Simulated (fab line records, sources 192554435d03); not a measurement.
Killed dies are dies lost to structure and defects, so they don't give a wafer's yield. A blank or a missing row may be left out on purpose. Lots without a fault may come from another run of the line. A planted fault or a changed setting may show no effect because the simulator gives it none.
fab line records | flow n5_finfet | part 1 of 2: steps 1 to 3 of 6
record lots=22 wafers=66 last_day=17
route steps=1938 shown BEOL_M10@1507 BEOL_M11@1571 BEOL_M12@1612
lots that met no fault: from a run of the same line without faults
start_h: hours from the record's first day to the start of the lot's first wafer shown | wait_h: hours since the lot's step before | " the same as in the row above | L1.1+2: a row that stands for several wafers | - no value, or no start given | * or withheld: withheld | < > ~ a bound
route shown NAME@n: a module of which the file shows steps, and the number in the route of the first | usual: mean/standard deviation of fault-free wafers | same: alike in all rows | chamber/n: place in a boat | sites: the reading at each site | _std_site: their standard deviation | _edge_site: outer sites' mean less inner sites' | radius_mm: how far each site lies from the wafer's centre | mask NAME#n: copy n | behind: the tool/chamber that last shaped the wafer | hold: why the lot was held/for how many hours/how that ended | device: the transistor (n, p or np) that didn't switch | end of line: the same wafers' tests at the end of the route | a step without rows: its recipe alone | killed: dies lost to structure and defects at the first sort, not the wafer's yield | map: a wafer's dies, x killed, . not, _ none there
set.NAME: the setting as run; set.NAME@STEP: as run at that earlier step | model.NAME: the simulator's own value behind a step, which no gauge read
steps of the route over a sample of lots; a table a step, a row a wafer
services: from which hour (start_h, from the record's first day; less than 0 if before it) a tool's chamber was out of use, for how many hours, and why
## steps
# step N5_BEOL_M10_ETCH_66
# recipe chemistry=N2/H2 target=SOC target_depth_a=1200 overetch_a=240 mask_material=SiARC temp_c=40 time_s=180 ion_energy_ev=200 pressure_mtorr=30 source_w=840 bias_w=150 n2_flow_sccm=200 h2_flow_sccm=200
# usual bias_w=150.0/0.48 drypump_motor_current_A=5.9/0.53 h2_flow_sccm=200.0/0.64 oes_product_au=0.64/0.056 rf_fwd_power_W=837.0/2.6 rf_vpp_V=523.3/2.4 showerhead_plenum_p_Torr=2.53/0.082 throttle_valve_pct=17.84/0.25
# columns lot.wafer tool chamber start_h wait_h bias_w drypump_motor_current_A h2_flow_sccm oes_product_au rf_fwd_power_W rf_hours_counter_h rf_vpp_V showerhead_plenum_p_Torr throttle_valve_pct
L074.2 rie_diel-02 3 219.64 0.0 150.2 5.1 200.4 0.54 837.5 238 521.8 2.51 18.47
L074.5 " 3 " " 150.1 5.1 200.7 0.54 840.4 - 522.5 2.51 18.46
L074.6 " 2 " " 150.7 6.5 199.6 0.66 840.9 - 524.3 2.57 17.96
L077.1 rie_diel-02 3 224.15 0.0 149.6 5.1 199.5 0.54 838.2 239 522.2 2.51 18.47
L077.3 " 0 " " 150.6 5.3 199.4 0.70 840.1 40 522.8 2.49 17.53
L077.5 " 3 " " 150.4 5.1 200.3 0.54 836.5 - 523.0 2.51 18.48
L075.3 rie_diel-04 2 224.32 0.0 150.5 5.9 199.8 0.65 838.8 88 523.4 2.46 17.90
L075.4 " 3 " " 150.1 6.0 200.5 0.66 829.4 77 528.3 2.68 17.73
L075.5 " 3 " " 149.7 6.0 199.9 0.66 830.2 - 528.1 2.68 17.72
L076.2 rie_diel-06 0 229.49 0.0 150.9 6.8 199.6 0.62 836.8 127 521.6 2.45 17.53
L076.4 " 3 " " 150.5 4.9 199.4 0.63 836.7 111 525.5 2.56 18.04
L076.6 " 1 " " 149.8 5.7 199.2 0.59 836.0 - 525.0 2.65 18.24
L079.1 rie_diel-04 1 248.31 0.0 150.3 6.0 200.6 0.73 835.3 29 522.1 2.49 17.73
L079.4 " 2 " " 150.6 5.9 200.5 0.64 841.6 97 521.3 2.46 17.92
L079.6 " 1 " " 150.1 5.9 200.1 0.73 832.8 - 522.1 2.49 17.74
L081.1 rie_diel-02 1 257.73 0.0 150.7 5.5 201.1 0.55 835.0 238 524.3 2.62 18.18
L081.4 " 1 " " 150.6 5.5 199.4 0.56 833.9 - 527.4 2.62 18.17
L081.6 " 2 " " 150.0 6.5 199.7 0.64 835.4 - 523.6 2.56 18.00
L083.1 rie_diel-06 1 261.91 0.0 149.7 5.7 200.7 0.59 838.7 171 527.4 2.64 18.27
L083.2 " 3 " " 149.4 4.9 199.6 0.62 834.9 124 524.2 2.56 18.07
L083.4 " 2 " " 149.2 6.0 200.2 0.57 835.9 187 521.3 2.42 17.68
L082.1 rie_diel-06 0 262.38 0.0 149.2 6.8 200.1 0.61 839.6 140 520.7 2.44 17.58
L082.4 " 3 " " 150.8 4.9 200.1 0.62 840.5 124 524.3 2.56 18.06
L082.6 " 2 " " 150.1 6.0 200.0 0.57 834.6 - 520.2 2.42 17.69
L084.3 rie_diel-04 0 271.91 0.0 148.9 6.5 199.3 0.73 843.2 24 522.5 2.48 17.54
L084.5 " 3 " " 150.3 6.0 200.0 0.64 838.1 - 527.8 2.68 17.75
L084.6 " 0 " " 149.6 6.5 198.7 0.73 838.9 - 522.7 2.48 17.54
L085.2 rie_diel-06 1 280.54 0.0 149.8 5.7 200.9 0.58 835.1 177 525.9 2.64 18.27
L085.4 " 0 " " 150.1 6.9 199.4 0.61 837.9 146 519.5 2.44 17.55
L085.6 " 0 " " 150.2 6.8 200.0 0.61 841.2 - 520.5 2.44 17.59
L086.1 rie_diel-02 3 287.17 0.0 149.6 5.1 200.1 0.76 837.9 5 520.8 2.51 18.09
L086.2 " 2 " " 149.9 6.5 200.9 0.64 833.7 126 522.5 2.56 18.01
L086.4 " 2 " " 150.0 6.5 200.8 0.63 835.9 - 524.4 2.56 18.01
L087.2 rie_diel-04 3 292.96 0.0 150.1 6.0 199.0 0.63 839.3 102 528.8 2.67 17.76
L087.5 " 1 " " 149.9 6.0 199.8 0.70 838.0 - 521.1 2.48 17.76
L087.6 " 2 " " 150.3 5.9 198.3 0.63 839.2 - 521.4 2.45 17.94
L088.2 rie_diel-04 0 304.92 0.0 149.4 6.5 200.0 0.71 835.1 35 523.4 2.48 17.54
L088.3 " 2 " " 150.3 5.8 199.5 0.63 838.4 117 520.2 2.45 17.95
L088.5 " 2 " " 150.1 5.8 199.9 0.63 839.5 - 521.9 2.45 17.95
L090.1 rie_diel-02 2 305.09 0.0 149.3 6.5 199.6 0.63 839.1 135 523.8 2.55 18.02
L090.3 " 1 " " 149.9 5.5 200.0 0.79 837.5 2 525.4 2.62 17.75
L090.6 " 0 " " 149.9 5.3 199.6 0.65 838.3 - 521.6 2.47 17.59
L091.4 rie_diel-04 1 311.82 0.0 150.2 5.9 201.3 0.69 834.0 51 520.6 2.48 17.78
L091.5 " 2 " " 149.5 5.9 201.5 0.63 838.2 - 519.6 2.45 17.96
L091.6 " 3 " " 149.4 6.0 199.3 0.64 835.7 - 527.7 2.67 17.78
L089.2 rie_diel-04 1 312.45 0.0 150.3 5.9 200.2 0.69 834.2 51 522.6 2.48 17.76
L089.3 " 3 " " 150.4 6.0 201.0 0.63 837.3 109 528.5 2.67 17.77
L089.6 " 2 " " 150.8 5.8 199.8 0.62 834.3 - 521.9 2.45 17.97
L092.1 rie_diel-04 0 327.65 0.0 150.2 6.5 199.5 0.70 836.2 43 522.7 2.47 17.58
L092.4 " 2 " " 150.3 5.9 199.7 0.62 837.0 125 520.9 2.45 17.96
L092.6 " 1 " " 148.8 5.9 200.6 0.69 832.5 - 522.5 2.48 17.76
L093.1 rie_diel-04 1 334.65 0.0 150.4 6.0 199.7 0.69 836.3 59 523.1 2.48 17.79
L093.4 " 3 " " 149.6 6.0 199.4 0.63 836.9 117 527.3 2.67 17.79
L093.5 " 1 " " 149.5 6.0 199.3 0.69 839.0 - 523.4 2.48 17.78
L095.1 rie_diel-04 1 337.64 0.0 149.4 5.9 200.2 0.69 836.1 60 521.0 2.48 17.78
L095.3 " 2 " " 149.9 5.8 200.6 0.62 836.6 129 520.2 2.45 17.97
L095.4 " 0 " " 150.2 6.5 199.2 0.70 836.5 47 520.9 2.47 17.58
L094.2 rie_diel-02 3 337.81 0.0 149.2 5.1 199.4 0.72 835.0 25 521.7 2.50 18.13
L094.3 " 2 " " 150.4 6.5 200.2 0.62 837.3 146 523.3 2.55 18.05
L094.4 " 1 " " 150.2 5.5 200.9 0.75 834.1 15 526.0 2.61 17.77
L096.2 rie_diel-04 1 349.84 0.0 149.8 5.9 200.3 0.68 832.4 62 522.2 2.48 17.78
L096.3 " 0 " " 150.1 6.5 200.5 0.70 837.9 50 522.9 2.47 17.56
L096.6 " 3 " " 149.8 6.0 198.9 0.62 836.1 - 528.0 2.66 17.78
L097.1 rie_diel-06 3 354.99 0.0 149.2 4.9 200.8 0.60 837.4 157 525.0 2.55 18.14
L097.4 " 2 " " 150.0 5.9 200.6 0.55 839.2 219 520.0 2.41 17.74
L097.5 " 2 " " 150.3 6.0 200.7 0.56 835.0 - 521.0 2.41 17.74
# step N5_BEOL_M10_TRENCH_ETCH_37
# recipe chemistry=C4F6/O2 target_depth_a=1488.3 target=SiCOH_lowk time_s=48 ion_energy_ev=250 pressure_mtorr=30 source_w=345 bias_w=185 Ar_flow_sccm=300 C4F6_flow_sccm=10 O2_flow_sccm=10
# usual C4F6_flow_sccm=10.000/0.03 bias_w=185.0/0.51 drypump_motor_current_A=5.9/0.53 oes_product_au=0.80/0.075 rf_fwd_power_W=341.2/1.6 rf_vpp_V=668/5.8 showerhead_plenum_p_Torr=2.82/0.087 throttle_valve_pct=20.92/0.23
# columns lot.wafer tool chamber start_h wait_h C4F6_flow_sccm bias_w drypump_motor_current_A oes_product_au rf_fwd_power_W rf_hours_counter_h rf_vpp_V showerhead_plenum_p_Torr throttle_valve_pct
L074.2 rie_diel-02 3 - - 10.004 184.6 5.1 0.65 341.8 238 657 2.81 21.44
L074.5 " 3 " " 10.033 185.5 5.1 0.65 339.4 - 659 2.81 21.42
L074.6 " 2 " " 9.978 184.9 6.5 0.82 341.6 - 672 2.87 21.10
L077.1 rie_diel-02 3 - - 10.017 184.6 5.1 0.65 342.7 239 659 2.80 21.43
L077.3 " 0 " " 10.015 184.3 5.2 0.87 342.8 40 659 2.78 20.42
L077.5 " 3 " " 10.015 185.0 5.1 0.65 342.0 - 659 2.80 21.43
L075.3 rie_diel-04 2 - - 10.010 184.9 5.8 0.81 340.1 88 673 2.76 20.99
L075.4 " 3 " " 9.977 184.9 6.0 0.82 341.6 77 677 2.99 20.81
L075.5 " 3 " " 10.040 184.1 6.0 0.81 339.7 - 676 2.99 20.80
L076.2 rie_diel-06 0 - - 10.014 184.9 6.9 0.77 340.2 127 667 2.73 20.55
L076.4 " 3 " " 9.948 185.0 5.0 0.78 342.5 111 674 2.86 21.03
L076.6 " 1 " " 9.998 185.3 5.7 0.73 341.1 - 674 2.95 21.29
L079.1 rie_diel-04 1 - - 9.996 185.3 5.9 0.91 336.8 29 662 2.78 20.84
L079.4 " 2 " " 10.006 186.5 5.9 0.80 342.8 97 673 2.75 21.00
L079.6 " 1 " " 9.989 185.2 5.9 0.90 338.8 - 664 2.78 20.84
L081.1 rie_diel-02 1 - - 9.982 184.6 5.5 0.69 338.9 238 669 2.92 21.16
L081.4 " 1 " " 9.965 184.5 5.5 0.69 338.3 - 668 2.92 21.16
L081.6 " 2 " " 10.037 185.6 6.5 0.81 339.0 - 671 2.86 21.12
L083.1 rie_diel-06 1 - - 10.046 185.6 5.7 0.72 339.6 171 674 2.95 21.32
L083.2 " 3 " " 9.968 184.9 4.9 0.78 341.6 124 675 2.85 21.05
L083.4 " 2 " " 9.988 185.0 6.0 0.71 341.2 187 671 2.72 20.80
L082.1 rie_diel-06 0 - - 10.020 184.1 6.8 0.75 339.9 140 667 2.73 20.59
L082.4 " 3 " " 10.024 185.4 4.9 0.77 341.3 124 676 2.85 21.05
L082.6 " 2 " " 9.974 184.3 6.0 0.71 341.3 - 671 2.72 20.81
L084.3 rie_diel-04 0 - - 10.020 184.4 6.6 0.91 343.1 24 662 2.80 20.84
L084.5 " 3 " " 10.016 185.6 6.0 0.80 342.4 - 678 2.98 20.84
L084.6 " 0 " " 10.046 184.7 6.5 0.91 343.2 - 661 2.80 20.84
L085.2 rie_diel-06 1 - - 10.021 184.6 5.7 0.71 339.6 177 675 2.94 21.33
L085.4 " 0 " " 9.997 185.2 6.8 0.75 341.5 146 667 2.72 20.59
L085.6 " 0 " " 9.994 185.5 6.8 0.74 341.9 - 666 2.72 20.59
L086.1 rie_diel-02 3 - - 9.984 185.1 5.0 0.96 341.3 5 659 2.80 21.08
L086.2 " 2 " " 10.001 185.4 6.5 0.78 339.7 126 670 2.86 21.15
L086.4 " 2 " " 9.971 185.2 6.5 0.79 340.5 - 670 2.86 21.14
L087.2 rie_diel-04 3 - - 9.957 185.2 6.0 0.80 342.0 102 676 2.98 20.87
L087.5 " 1 " " 10.046 186.4 6.0 0.88 338.5 - 663 2.77 20.86
L087.6 " 2 " " 10.018 184.9 5.8 0.77 343.3 - 674 2.75 21.02
L088.2 rie_diel-04 0 - - 10.023 185.5 6.5 0.88 343.5 35 662 2.80 20.83
L088.3 " 2 " " 9.971 184.3 5.9 0.77 342.2 117 672 2.75 21.02
L088.5 " 2 " " 9.991 184.1 5.8 0.78 342.4 - 673 2.75 21.03
L090.1 rie_diel-02 2 - - 9.948 184.4 6.5 0.79 341.0 135 668 2.85 21.17
L090.3 " 1 " " 9.988 184.3 5.5 0.97 338.5 3 670 2.91 20.80
L090.6 " 0 " " 10.006 185.1 5.3 0.82 343.4 - 661 2.76 20.48
L091.4 rie_diel-04 1 - - 10.005 184.8 6.0 0.87 341.9 51 663 2.77 20.87
L091.5 " 2 " " 10.024 185.7 5.9 0.78 341.6 - 673 2.74 21.04
L091.6 " 3 " " 10.044 185.0 6.1 0.79 342.0 - 676 2.98 20.87
L089.2 rie_diel-04 1 - - 9.984 185.0 5.9 0.85 341.3 51 663 2.77 20.86
L089.3 " 3 " " 10.039 185.3 6.0 0.79 339.1 109 677 2.98 20.86
L089.6 " 2 " " 9.962 184.5 5.8 0.76 343.1 - 673 2.74 21.04
L092.1 rie_diel-04 0 - - 10.004 185.1 6.5 0.87 342.2 43 662 2.79 20.85
L092.4 " 2 " " 10.084 184.5 5.9 0.78 341.7 125 671 2.74 21.05
L092.6 " 1 " " 9.962 185.7 6.0 0.86 338.3 - 664 2.77 20.89
L093.1 rie_diel-04 1 - - 9.989 185.1 5.9 0.85 341.5 59 662 2.77 20.88
L093.4 " 3 " " 9.960 186.4 6.0 0.79 340.5 117 677 2.97 20.87
L093.5 " 1 " " 10.022 185.1 5.9 0.86 340.9 - 664 2.77 20.88
L095.1 rie_diel-04 1 - - 10.000 185.8 6.0 0.85 338.4 60 662 2.77 20.89
L095.3 " 2 " " 9.950 184.9 5.9 0.77 341.1 129 675 2.74 21.04
L095.4 " 0 " " 10.036 184.7 6.5 0.87 339.3 47 663 2.79 20.86
L094.2 rie_diel-02 3 - - 10.006 184.3 5.1 0.90 341.5 25 659 2.79 21.13
L094.3 " 2 " " 9.952 184.9 6.5 0.76 340.6 146 669 2.85 21.17
L094.4 " 1 " " 9.998 185.2 5.5 0.93 340.3 15 667 2.90 20.83
L096.2 rie_diel-04 1 - - 10.000 184.8 6.0 0.85 340.1 62 664 2.77 20.89
L096.3 " 0 " " 10.001 184.9 6.5 0.87 343.0 51 662 2.79 20.87
L096.6 " 3 " " 9.997 185.2 6.0 0.77 341.2 - 677 2.97 20.88
L097.1 rie_diel-06 3 - - 10.051 184.8 4.9 0.75 341.4 157 674 2.84 21.09
L097.4 " 2 " " 9.940 185.2 5.9 0.68 341.6 220 672 2.71 20.85
L097.5 " 2 " " 9.930 184.3 6.0 0.68 342.8 - 670 2.71 20.85
# step N5_BEOL_M10_ALD_74
# recipe material=TaN target_thk_a=20 temp_c=275 ald_precursor_family=PDMAT ald_co_reactant=NH3 pressure_torr=3 carrier_flow_sccm=1500 pulse_time_s=2 purge_time_s=3 co_reactant_purge_time_s=2 co_reactant_pulse_time_s=3 ald_cycles=40 precursor_vessel_temp_c=75 precursor_vessel_pressure_torr=26.25 precursor_vessel_carrier_sccm=1000
# usual heater_power_w=433/53
# columns lot.wafer tool chamber start_h wait_h heater_power_w
L074.2 ald_metal-03 3 221.13 0.0 315
L074.5 " 1 " " 445
L074.6 " 0 " " 367
L077.1 ald_metal-04 1 225.43 0.0 500
L077.3 " 2 " " 485
L077.5 " 1 " " 490
L075.3 ald_metal-04 3 226.05 0.1 489
L075.4 " 1 " " 480
L075.5 " 2 " " 509
L076.2 ald_metal-03 1 230.57 0.1 446
L076.4 " 2 " " 436
L076.6 " 2 " " 415
L079.1 ald_metal-04 3 251.16 0.1 488
L079.4 " 2 " " 490
L079.6 " 1 " " 505
L081.1 ald_metal-04 2 258.94 0.0 487
L081.4 " 3 " " 492
L081.6 " 2 " " 502
L083.1 ald_metal-04 2 263.51 0.0 490
L083.2 " 0 " " 407
L083.4 " 3 " " 494
L082.1 ald_metal-04 3 263.87 0.0 462
L082.4 " 1 " " 497
L082.6 " 3 " " 498
L084.3 ald_metal-04 1 273.16 0.3 496
L084.5 " 3 " " 492
L084.6 " 2 " " 497
L085.2 ald_metal-02 2 281.89 0.3 432
L085.4 " 0 " " 433
L085.6 " 1 " " 474
L086.1 ald_metal-03 3 288.56 0.3 320
L086.2 " 1 " " 456
L086.4 " 0 " " 381
L087.2 ald_metal-02 0 296.07 0.1 423
L087.5 " 0 " " 434
L087.6 " 1 " " 468
L088.2 ald_metal-02 3 305.99 0.0 397
L088.3 " 1 " " 470
L088.5 " 1 " " 476
L090.1 ald_metal-03 2 306.24 0.1 425
L090.3 " 1 " " 439
L090.6 " 1 " " 439
L091.4 ald_metal-03 1 312.86 0.0 441
L091.5 " 2 " " 421
L091.6 " 1 " " 438
L089.2 ald_metal-04 1 313.47 0.0 488
L089.3 " 2 " " 501
L089.6 " 3 " " 488
L092.1 ald_metal-03 0 329.20 0.1 374
L092.4 " 1 " " 447
L092.6 " 2 " " 418
L093.1 ald_metal-03 0 336.73 0.1 385
L093.4 " 1 " " 448
L093.5 " 1 " " 439
L095.1 ald_metal-03 2 339.16 0.0 419
L095.3 " 3 " " 323
L095.4 " 0 " " 372
L094.2 ald_metal-03 1 339.69 0.0 438
L094.3 " 3 " " 322
L094.4 " 2 " " 431
L096.2 ald_metal-02 2 351.29 0.0 424
L096.3 " 1 " " 471
L096.6 " 1 " " 477
L097.1 ald_metal-03 0 356.59 0.1 370
L097.4 " 2 " " 420
L097.5 " 3 " " 318
